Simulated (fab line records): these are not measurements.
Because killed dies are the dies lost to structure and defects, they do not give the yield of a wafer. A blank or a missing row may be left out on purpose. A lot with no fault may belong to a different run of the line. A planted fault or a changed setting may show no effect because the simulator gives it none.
What tool caused it? -- flow n5Finfet -- 9 lots with 27 wafers sampled at 6 steps, on a route of 1938 steps

WHAT THE GAUGES READ, wafer by wafer
N5_ILD0_THK_MEAS_04. Usual: 197.5 nm for thkNm, sd 1.1.
lot,measured,on,thkNm (nm),flag
L589,day 3 15:16,filmMetro-02,198.2 196.4 197.5,
L592,day 4 09:50,filmMetro-01,199.2 199.3 199.7,
L594,day 4 20:51,filmMetro-01,199.1 198.3 196.7,
L605,day 7 14:36,filmMetro-02,196.4 197.7 197.4,
L606,day 7 20:36,filmMetro-01,197.4 195.2 195.8,
L607,day 8 01:59,filmMetro-01,199.3 198.8 197.2,
L609,day 8 13:10,filmMetro-01,197.5 198.4 197.9,
L611,day 9 04:49,filmMetro-01,196.6 199.6 196.7,
L612,day 9 07:01,filmMetro-01,196.5 197.3 196.5,

N5_BEOL_M4_RC_MEAS_101. Usual: DIBL_N 35.9 mV/V, standard deviation 1.9; DIBL_P 35.8 mV/V, standard deviation 2.4; IOFF_N 0.15 nA/um, standard deviation 0.031; IOFF_P 0.21 nA/um, standard deviation 0.037; ION_N 672 uA/um, standard deviation 13; ION_P 462 uA/um, standard deviation 8.3; SS_N 71.5 mV/dec, standard deviation 0.72; SS_P 73.2 mV/dec, standard deviation 0.67; VT_N 250 mV, standard deviation 3.4; VT_P -250 mV, standard deviation 3.4.
lot,measured,on,DIBL_N (mV/V),DIBL_P (mV/V),IOFF_N (nA/um),IOFF_P (nA/um),ION_N (uA/um),ION_P (uA/um),SS_N (mV/dec),SS_P (mV/dec),VT_N (mV),VT_P (mV),flag
L589,day 7 22:57,prober-02,37.0 36.5 36.5,37.6 35.3 36.1,0.15 0.13 0.13,0.22 0.18 0.19,676 657 660,466 450 457,71.2 71.2 71.4,73.8 73.2 72.7,250 253 252,-250 -253 -251,
L592,day 9 05:14,prober-02,35.8 37.4 35.5,35.0 36.8 34.3,0.13 0.16 0.13,0.18 0.22 0.18,661 669 669,453 462 459,71.1 72.1 71.0,72.7 73.6 73.0,251 252 252,-252 -250 -251,
L594,day 9 11:07,prober-01,35.0 32.6 31.7,36.6 33.3 31.5,0.16 0.12 0.10,0.20 0.16 0.14,679 660 651,461 455 448,71.9 71.3 71.0,73.5 72.5 72.5,250 253 256,-252 -255 -254,
L609,day 13 07:49,prober-01,37.3 35.4 35.8,37.4 36.2 35.8,0.19 0.16 0.17,0.26 0.23 0.23,682 676 688,470 472 471,71.5 70.8 70.9,73.0 73.6 72.9,244 247 247,-246 -248 -248,
L611,day 13 22:01,prober-01,38.1 37.9 35.8,39.6 38.2 37.0,0.19 0.18 0.15,0.26 0.23 0.20,677 696 674,462 474 464,72.5 72.1 71.2,74.5 74.2 74.0,246 249 251,-246 -248 -251,
L612,day 14 01:53,prober-02,34.6 36.8 36.9,33.6 35.7 35.7,0.13 0.17 0.16,0.20 0.23 0.23,674 690 682,473 475 473,70.6 71.4 71.3,72.7 73.0 72.5,250 249 253,-251 -247 -247,

EACH LOT AND THE TOOL THAT RAN IT (in order: tool; ch and the chambers of the sampled wafers; start)
lot,N5_ILD0_CMP_03,N5_ILD0_ALD_15,N5_SDB_STRIP_21,N5_SDB_STRIP_22
L589,"cmp-03 ch 0,2,3, day 3 15:01","aldSin-04 ch 0,1,3, day 3 16:19","rieDiel-04 ch 0,1,2, day 3 19:44","plasmaAsher-02 ch 0,1, day 3 19:50"
L592,"cmp-04 ch 1,2,3, day 4 09:39","aldSin-04 ch 0,1, day 4 10:52","rieDiel-05 ch 0,3, day 4 14:20","plasmaAsher-01 ch 0,1, day 4 14:26"
L594,"cmp-03 ch 0,1,3, day 4 20:34","aldSin-04 ch 0,1,3, day 4 21:53","rieDiel-06 ch 0,1, day 5 01:49","plasmaAsher-02 ch 0,1, day 5 01:55"
L605,"cmp-03 ch 2,3, day 7 14:19","aldSin-04 ch 0,2,3, day 7 16:28","rieDiel-04 ch 1,3, day 7 19:40","plasmaAsher-02 ch 0,1, day 7 19:46"
L606,"cmp-04 ch 0,2, day 7 20:20","aldSin-04 ch 0,1, day 7 21:38","rieDiel-06 ch 0,1,2, day 8 00:56","plasmaAsher-02 ch 0,1, day 8 01:03"
L607,"cmp-03 ch 0,1,3, day 8 01:47","aldSin-03 ch 1,2, day 8 03:01","rieDiel-04 ch 1,2,3, day 8 06:14","plasmaAsher-02 ch 0,1, day 8 06:31"
L609,"cmp-02 ch 0,1, day 8 12:54","aldSin-03 ch 0,2,3, day 8 14:26","rieDiel-06 ch 0,2, day 8 18:26","plasmaAsher-01 ch 0,1, day 8 18:49"
L611,"cmp-04 ch 1,2, day 9 04:33","aldSin-04 ch 0,2,3, day 9 05:59","rieDiel-05 ch 2,3, day 9 09:11","plasmaAsher-02 ch 0,1, day 9 09:17"
L612,"cmp-02 ch 2,3, day 9 06:43","aldSin-01 ch 0,1,2, day 9 08:04","rieDiel-05 ch 0,2, day 9 11:44","plasmaAsher-01 ch 0,1, day 9 11:52"
- N5_ILD0_CMP_03: polishes, stops on SiNx, t overpolish 1.9 s, target thk 197.38 nm.
- N5_ILD0_ALD_15: deposits SiNx, target thk 24 nm, pulse time 1 s, ald cycles 480.
- N5_SDB_STRIP_21: strips in CF4.
- N5_SDB_STRIP_22: strips in N2/H2.

AS READ BY THE TOOLS THEMSELVES (means over the sampled wafers that have a number; for cases with no such wafer, the mark the record gives instead)
N5_ILD0_CMP_03. Usual: edgeZonePressureFrac 0.999, standard deviation 0.0053; motorCurrentA 12.7 A, standard deviation 0.8; overpolishRunS 1.900 s, standard deviation 0.009; timeToEndpointS 70 s, standard deviation 3.7.
lot,tool,edgeZonePressureFrac,motorCurrentA (A),overpolishRunS (s),timeToEndpointS (s),flag
L589,cmp-03,0.999,13.3,1.907,71,
L592,cmp-04,1.002,13.2,1.901,72,
L594,cmp-03,1.002,12.5,1.904,75,
L605,cmp-03,0.993,13.6,1.909,72,
L606,cmp-04,1.000,12.2,1.897,67,
L607,cmp-03,1.000,12.7,1.904,70,
L609,cmp-02,1.006,12.6,1.899,69,
L611,cmp-04,1.004,13.7,1.900,72,
L612,cmp-02,0.999,12.9,1.906,69,

N5_ILD0_ALD_15. Usual: chamberPressureTorr 2.000 Torr, standard deviation 0.0045; heaterPowerW 852 W, standard deviation 84; precursorPulseHeightRel 1.001, standard deviation 0.019; susceptorTempC 399.97 C, standard deviation 0.21.
lot,tool,chamberPressureTorr (Torr),heaterPowerW (W),precursorPulseHeightRel,susceptorTempC (C),flag
L589,aldSin-04,1.998,886,1.008,399.86,
L592,aldSin-04,1.999,952,0.991,399.61,
L594,aldSin-04,2.002,895,1.015,399.81,
L605,aldSin-04,2.002,913,1.011,399.70,
L606,aldSin-04,1.998,905,1.000,399.87,
L607,aldSin-03,2.003,963,1.005,400.01,
L609,aldSin-03,1.997,856,1.003,399.99,
L611,aldSin-04,1.998,864,0.987,399.93,
L612,aldSin-01,1.995,761,1.011,400.09,

N5_SDB_STRIP_21. Usual: biasPowerW 75.01 W, standard deviation 0.2; cf4FlowSccm 149.9 sccm, standard deviation 0.46; drypumpMotorCurrentA 5.7 A, standard deviation 0.52; oesProductAu 0.77 a.u., standard deviation 0.073; rfFwdPowerW 292.6 W, standard deviation 0.95; rfVppV 270.8 V, standard deviation 1.6; showerheadPlenumPTorr 1.77 Torr, standard deviation 0.058; throttleValvePct 13.65 %, standard deviation 0.2.
lot,tool,biasPowerW (W),cf4FlowSccm (sccm),drypumpMotorCurrentA (A),oesProductAu (a.u.),rfFwdPowerW (W),rfVppV (V),showerheadPlenumPTorr (Torr),throttleValvePct (%),flag
L589,rieDiel-04,75.09,150.0,5.5,0.82,292.6,273.0,1.86,13.63,
L592,rieDiel-05,75.14,150.4,5.5,0.77,293.8,272.2,1.78,13.58,
L594,rieDiel-06,75.19,149.5,5.9,0.73,292.7,268.9,1.69,13.72,
L605,rieDiel-04,-,-,-,-,-,-,-,-,OFF
L606,rieDiel-06,-,-,-,-,-,-,-,-,OFF
L607,rieDiel-04,-,-,-,-,-,-,-,-,OFF
L609,rieDiel-06,75.22,150.6,5.9,0.81,291.2,270.8,1.81,13.47,
L611,rieDiel-05,74.68,149.9,5.8,0.75,292.9,270.2,1.78,13.55,
L612,rieDiel-05,74.92,149.8,6.0,0.74,292.8,271.3,1.78,13.79,

N5_SDB_STRIP_22. Usual: drypumpMotorCurrentA 5.5 A, standard deviation 0.56; h2FlowSccm 3248 sccm, standard deviation 9.2; heaterPowerW 348 W, standard deviation 56; oesProductAu 0.714 a.u., standard deviation 0.0044; stripTimeToEndpointS 96.2 s, standard deviation 0.48.
lot,tool,drypumpMotorCurrentA (A),h2FlowSccm (sccm),heaterPowerW (W),oesProductAu (a.u.),stripTimeToEndpointS (s),flag
L589,plasmaAsher-02,5.2,3244,401,0.714,96.8,
L592,plasmaAsher-01,6.0,3247,295,0.711,96.4,
L594,plasmaAsher-02,5.2,3250,395,0.712,96.5,
L605,plasmaAsher-02,5.2,3253,394,-,181.3,OFF
L606,plasmaAsher-02,5.4,3256,362,-,180.2,OFF
L607,plasmaAsher-02,5.4,3247,373,-,179.6,OFF
L609,plasmaAsher-01,6.0,3252,295,0.717,96.2,
L611,plasmaAsher-02,5.2,3255,397,0.712,95.3,
L612,plasmaAsher-01,5.6,3239,317,0.716,96.5,

THE ANSWER, worked out from the rows above alone
Rule: a lot is off if the mean of its wafers that have a number lies more than 3 standard deviations from the usual mean. Also off: a lot with no number at a reading for which 4 or more lots have one. The other lots that the step has rows for count as sound. After the gauges, taken in route order, come the tools' own readings; for these a lot's mean is taken, as printed above. The first step at which some lot is off is used, and at that step the reading that is off furthest; a lot without a number counts as furthest.
Off: L605, L606, L607 (N5_SDB_STRIP_21, biasPowerW). Without a number there: L605, L606, L607.
A tool fits if, at that step or a process step before it, it ran every lot that is off, and no sound lot after the first of them. Not one of the candidates tried fits.

WHAT WAS PUT IN BY THE SIMULATOR
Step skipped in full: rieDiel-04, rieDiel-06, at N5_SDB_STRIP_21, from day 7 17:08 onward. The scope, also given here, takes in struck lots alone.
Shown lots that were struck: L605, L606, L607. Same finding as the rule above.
